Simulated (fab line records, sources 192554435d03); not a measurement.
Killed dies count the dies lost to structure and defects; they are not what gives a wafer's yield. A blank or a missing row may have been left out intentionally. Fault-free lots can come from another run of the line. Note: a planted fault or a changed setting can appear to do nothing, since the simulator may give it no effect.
Matching of chambers / flow n5-finfet / 3 sister chambers for N5_BEOL_M7_PECVD_70 on pecvd-02
The step deposits SiO2 from TEOS/O2, target thk 20 nm, time 22.7 s. 3 wafers are shown with their chamber, then 9 later ones without.

== WAFERS PAIRED WITH THEIR CHAMBERS ==
wafer=L091.1; chamber=0; throttle-valve-pct (%)=22.9
wafer=L092.2; chamber=1; throttle-valve-pct (%)=21.6
wafer=L092.5; chamber=2; throttle-valve-pct (%)=22.2

== WAFERS WITHOUT THEIR CHAMBER ==
wafer=L093.1; throttle-valve-pct (%)=22.5
wafer=L093.4; throttle-valve-pct (%)=23.0
wafer=L093.5; throttle-valve-pct (%)=22.3
wafer=L089.1; throttle-valve-pct (%)=23.0
wafer=L089.2; throttle-valve-pct (%)=21.7
wafer=L089.3; throttle-valve-pct (%)=22.2
wafer=L082.1; throttle-valve-pct (%)=22.6
wafer=L082.3; throttle-valve-pct (%)=21.7
wafer=L082.6; throttle-valve-pct (%)=21.6

== THE CHAMBER EACH PASSED THROUGH ==
wafer=L093.1; from the rows above=can't be placed: 2 or 0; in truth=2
wafer=L093.4; from the rows above=0; in truth=0
wafer=L093.5; from the rows above=2; in truth=2
wafer=L089.1; from the rows above=0; in truth=0
wafer=L089.2; from the rows above=1; in truth=1
wafer=L089.3; from the rows above=2; in truth=2
wafer=L082.1; from the rows above=can't be placed: 0 or 2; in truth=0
wafer=L082.3; from the rows above=1; in truth=1
wafer=L082.6; from the rows above=1; in truth=1
Placed correctly: 7 of 9. Cannot be placed on the basis of these rows: 2; the candidates contain the true chamber in 2. Placed wrongly: 0.
How it was worked out, from the rows above alone: a wafer's distance from a chamber is the root of the sum, over the readings, of the square of ((its reading less the chamber's mean) divided by the reading's scatter). The wafer belongs to the nearest chamber; if the next one is less than 2 further off, it can't be placed. The mean given for a chamber averages the wafers shown for that chamber. The scatter (one wafer shown for each chamber): square how far every hidden wafer sits from the nearest shown wafer, average those squares and take the square root.
